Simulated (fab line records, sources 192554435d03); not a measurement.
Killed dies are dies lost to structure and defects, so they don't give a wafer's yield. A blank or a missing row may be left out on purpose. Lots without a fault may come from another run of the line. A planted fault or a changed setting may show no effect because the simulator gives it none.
Problem report in the 8D (eight disciplines) form, filled by code | flow n5_finfet | the parts of the form that need people (team, actions taken, sign-off) are left out
Where a reading is given only as a bound, like >300, the bound stands for it, and a mean or a difference that rests on one is marked > or <: the true number lies beyond.

1. THE PROBLEM
raw_defect_count at N5_PASSIVATION_INSPECT_57 reads a mean of >298 on 9 wafers of 3 lots; wafers without a fault read 1.9 with a standard deviation of 1.3. That is +99 or more standard deviations from the usual mean.
The step: inspects for defects (macro).
First seen on wafer L486.2, day 18 18:14, on defect_inspect-01. The record holds 30 wafers of 10 lots with a number at this step. Rule for "out", or "out of limits": more than 4 standard deviations from the usual mean. The other wafers with a number count as sound.

2. WHAT IT IS AND WHAT IT IS NOT
question                    | is                                   | is not
which readings at this step | raw_defect_count                     | -
which lots                  | L483, L486, L487                     | L470, L473, L482, L488, L489, L490, L491
which wafers of those lots  | all that have a number               | -
read on which gauges        | defect_inspect-01, defect_inspect-02 | -
when                        | from day 18 18:14                    | up to then (12 sound wafers); but 9 sound wafers of L489, L490, L491 came after

3. SUSPECTS, AND WHAT RULES EACH OUT
Counting: a tool at a process step up to the reading stays a suspect if it ran every lot that is out and no sound lot after the first of them.
- the gauge at N5_PASSIVATION_INSPECT_57: ruled out. The wafers that are out were read on 2 gauges (defect_inspect-01, defect_inspect-02).
- rie_diel-05 at N5_PASSIVATION_PASS_ETCH_47 (etches SiNx in CF4/O2, target depth 770 nm, time 385 s): kept. It ran every lot that is out, first L486 (day 18 14:29), and no sound lot after that; its last sound lot up to then is L488 (day 17 20:36).
- rie_diel-05 at N5_PASSIVATION_ETCH_54 (etches SiO2 in CHF3/O2, target depth 880 nm, time 440 s): kept. It ran every lot that is out, first L486 (day 18 14:43), and no sound lot after that; its last sound lot up to then is L488 (day 17 20:50).
Left after counting: rie_diel-05 at N5_PASSIVATION_PASS_ETCH_47, rie_diel-05 at N5_PASSIVATION_ETCH_54.

4. THE CAUSE (what the simulator had put in)
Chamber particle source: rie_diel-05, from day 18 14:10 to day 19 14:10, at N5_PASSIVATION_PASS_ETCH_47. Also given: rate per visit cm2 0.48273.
Counting left 2 suspects, and this tool is among them.

5. THE CHAIN OF EFFECTS, in route order
Each row: a reading whose mean over the struck wafers that have a number lies more than 3 standard deviations from the usual. Only readings for which the record gives a usual standard deviation are gone through. hours: the time from each lot's start at the first step in this table that gives one to its start at this step, as a median over the lots. sigmas: the change in usual standard deviations.
hours | step                      | reading              | usual  | on struck wafers | change | sigmas
0     | N5_PASSIVATION_PROBE_49   | defect_limited_yield | 90.8 % | 84.8             | -6.0   | -3.5
0     | N5_PASSIVATION_PROBE_49   | killed_at_other      | 4      | 87               | +83    | +26
0     | N5_PASSIVATION_PROBE_49   | killed_dies          | 109    | 180              | +71    | +3.5
0     | N5_PASSIVATION_PROBE_49   | sort_bin_5_function  | 5.4 %  | 9.7              | +4.3   | +3.9
0     | N5_PASSIVATION_PROBE_49   | sort_n_pass          | 1071   | 1000             | -71    | -3.5
0     | N5_PASSIVATION_PROBE_49   | sort_yield_pct       | 90.8 % | 84.8             | -6.0   | -3.5
0     | N5_PASSIVATION_INSPECT_57 | raw_defect_count     | 1.9    | >298             | >+296  | +99 or more
The process steps in it:
- N5_PASSIVATION_PROBE_49

6. WHAT WOULD HAVE CAUGHT IT SOONER
In this record the first reading out of limits at a measuring or inspecting step was taken at day 18 18:14, 4 hours after the fault began at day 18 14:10.
Of the tool readings at N5_PASSIVATION_PASS_ETCH_47 for which the record gives a usual standard deviation, none was out on any struck wafer, so an alarm limit of 4 standard deviations on them would not have fired.
Of the lots that are out (3), L487 began N5_PASSIVATION_PASS_ETCH_47 on rie_diel-05 after day 18 18:14. A hold on the tool at that time would have spared it.
